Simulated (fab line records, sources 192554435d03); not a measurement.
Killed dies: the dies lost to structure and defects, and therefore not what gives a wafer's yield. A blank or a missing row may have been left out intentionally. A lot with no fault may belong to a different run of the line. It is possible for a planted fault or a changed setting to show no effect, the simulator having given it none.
Lot-split experiment ; flow n5_finfet ; route with 1938 steps; 7 lots, 39 wafers read

== THE SPLIT ==
At N5_HKMG_FIN_ETCH_54 (etches SiARC in CF4, target depth 45.5 nm, time 75.8 s), the setting bias_w was moved away from the recipe's 36 W on 12 of the 39 wafers read, by -16.7% to +16.9%. This setting was run at the recipe's value on the other wafers.

The reading comes from the split's own step.

== THE READING ==
rf_vpp_V, in V, at N5_HKMG_FIN_ETCH_54 (etches SiARC in CF4, target depth 45.5 nm, time 75.8 s). Typical for fault-free wafers on this fab line: 184.1 V, with standard deviation 1.3 V.

wafer;tool, chamber at the split;bias_w as run, W;against the recipe;rf_vpp_V, V;against lot-mates on the recipe
L078.1;rie_diel-05, 2;36;recipe;183.0;-
L078.5;rie_diel-05, 2;36;recipe;183.9;-
L078.6;rie_diel-05, 0;36;recipe;183.3;-
L080.1;rie_diel-06, 3;40.07;+11.3%;196.9;+13.1
L080.2;rie_diel-06, 2;36;recipe;180.8;-
L080.3;rie_diel-06, 1;40.07;+11.3%;199.2;+15.4
L080.4;rie_diel-06, 0;40.07;+11.3%;198.3;+14.5
L080.5;rie_diel-06, 1;36;recipe;184.8;-
L080.6;rie_diel-06, 0;36;recipe;185.9;-
L082.1;rie_diel-01, 0;36;recipe;184.3;-
L082.2;rie_diel-01, 3;36;recipe;183.3;-
L082.3;rie_diel-01, 2;36;recipe;182.0;-
L082.4;rie_diel-01, 1;36;recipe;183.2;-
L082.5;rie_diel-01, 3;36;recipe;182.0;-
L082.6;rie_diel-01, 0;36;recipe;185.0;-
L083.1;rie_diel-05, 2;36;recipe;184.3;-
L083.2;rie_diel-05, 3;42.08;+16.9%;205.6;+20.8
L083.3;rie_diel-05, 2;36;recipe;184.2;-
L083.4;rie_diel-05, 3;42.08;+16.9%;204.9;+20.1
L083.5;rie_diel-05, 2;42.08;+16.9%;203.4;+18.6
L083.6;rie_diel-05, 3;36;recipe;185.8;-
L084.1;rie_diel-01, 2;36;recipe;183.7;-
L084.2;rie_diel-01, 3;36;recipe;184.1;-
L084.3;rie_diel-01, 1;36;recipe;183.0;-
L084.4;rie_diel-01, 0;36;recipe;182.9;-
L084.5;rie_diel-01, 0;36;recipe;184.2;-
L084.6;rie_diel-01, 3;36;recipe;184.6;-
L089.1;rie_diel-06, 3;36;recipe;185.2;-
L089.2;rie_diel-06, 1;29.99;-16.7%;165.1;-21.6
L089.3;rie_diel-06, 0;36;recipe;186.8;-
L089.4;rie_diel-06, 2;29.99;-16.7%;162.7;-24.0
L089.5;rie_diel-06, 0;36;recipe;188.0;-
L089.6;rie_diel-06, 3;29.99;-16.7%;165.1;-21.6
L092.1;rie_diel-05, 2;36;recipe;184.0;-
L092.2;rie_diel-05, 3;32.37;-10.1%;174.4;-10.7
L092.3;rie_diel-05, 1;36;recipe;186.2;-
L092.4;rie_diel-05, 0;32.37;-10.1%;171.7;-13.4
L092.5;rie_diel-05, 2;32.37;-10.1%;171.4;-13.7
L092.6;rie_diel-05, 3;36;recipe;185.0;-

FIT RESULTS
A straight line over all 39 wafers: rf_vpp_V changes by +1.2 V for each +1% of bias_w; r = +0.99; the points scatter about the line by 1.4 V.
The same after taking each lot's own level away (the mean of its wafers on the recipe; 39 wafers): +1.26 V for each +1%; r = +0.99; scatter 1.2 V.
The reading moves by 21 V for the largest change in bias_w, on that fit.
The span of the lots' own levels, 183.30 to 186.67 V, comes to 2.6 times the standard deviation stated above.
The two slopes are in agreement: the lot-to-lot level therefore moves the slope only a little.
Check: +21.1 V against its lot-mates is what the line predicts for one of the wafers moved furthest among these (+16.9%) when that wafer is left out of the fit. Against them it came out at +20.8 V.
Tool readings at the split's step, against how far the setting was moved: rf_vpp_V r = +0.99.

== THE FILE'S OWN FIT ==
rf_vpp_V changes by +1.26 V for each +1% of bias_w, r = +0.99.
